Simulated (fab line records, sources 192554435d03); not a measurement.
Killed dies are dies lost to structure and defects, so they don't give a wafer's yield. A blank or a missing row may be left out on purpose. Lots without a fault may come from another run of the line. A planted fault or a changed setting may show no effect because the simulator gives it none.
Chamber matching | flow n5_finfet | N5_GATE_CUT_CMP_61 on cmp-03: 4 sister chambers
The step polishes, stops on SiNx, t overpolish 3 s. 18 wafers are shown with their chamber, then 9 later ones without.

WAFERS WITH THEIR CHAMBER
wafer  | chamber | motor_current_A (A) | retaining_ring_pressure_frac
L076.2 | 0       | 11.4                | 0.996
L076.3 | 2       | 12.3                | 0.998
L076.6 | 2       | 12.1                | 1.000
L080.2 | 2       | 12.3                | 0.993
L080.4 | 1       | 10.8                | 0.998
L080.6 | 0       | 10.8                | 0.993
L082.2 | 3       | 13.4                | 0.999
L082.3 | 0       | 10.7                | 1.000
L082.6 | 3       | 14.2                | 1.002
L087.1 | 3       | 13.7                | 1.001
L087.2 | 1       | 10.9                | 0.994
L087.3 | 0       | 11.5                | 1.006
L091.1 | 1       | 10.4                | 1.002
L091.3 | 2       | 11.6                | 1.000
L091.5 | 3       | 13.6                | 0.994
L092.2 | 3       | 13.8                | 1.005
L092.4 | 2       | 12.2                | 0.997
L092.5 | 3       | 14.9                | 0.998

SIGNATURES (means of the wafers above)
reading                      | chamber 0 | chamber 1 | chamber 2 | chamber 3 | scatter within a chamber
motor_current_A              | 11.100    | 10.700    | 12.100    | 13.933    | 0.419
retaining_ring_pressure_frac | 0.99875   | 0.99800   | 0.99760   | 0.99983   | 0.00406
Rule: a wafer's distance from a chamber is the root of the sum, over the readings, of the square of ((its reading less the chamber's mean) divided by the reading's scatter). The wafer belongs to the nearest chamber; if the next one is less than 2 further off, it can't be placed. The scatter: the root of (the sum of the squares of (reading less its chamber's mean) over the shown wafers, divided by (wafers less chambers)).

WAFERS WITHOUT THEIR CHAMBER
wafer  | motor_current_A (A) | retaining_ring_pressure_frac
L094.2 | 12.7                | 1.002
L094.4 | 10.7                | 1.002
L094.6 | 10.3                | 0.994
L095.1 | 11.1                | 1.004
L095.2 | 14.0                | 1.001
L095.4 | 10.6                | 1.002
L096.1 | 13.6                | 1.011
L096.5 | 13.8                | 1.004
L096.6 | 10.9                | 0.994

WHICH CHAMBER EACH WENT THROUGH
wafer  | from the rows above          | in truth
L094.2 | can't be placed: 2 or 3      | 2
L094.4 | can't be placed: 1 or 0      | 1
L094.6 | can't be placed: 1 or 0      | 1
L095.1 | can't be placed: 0 or 1 or 2 | 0
L095.2 | 3                            | 3
L095.4 | can't be placed: 1 or 0      | 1
L096.1 | 3                            | 3
L096.5 | 3                            | 3
L096.6 | can't be placed: 1 or 0 or 2 | 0
Placed correctly: 3 of 9. Can't be placed from these rows: 6 (the true chamber is among the candidates in 6). Placed wrongly: 0.
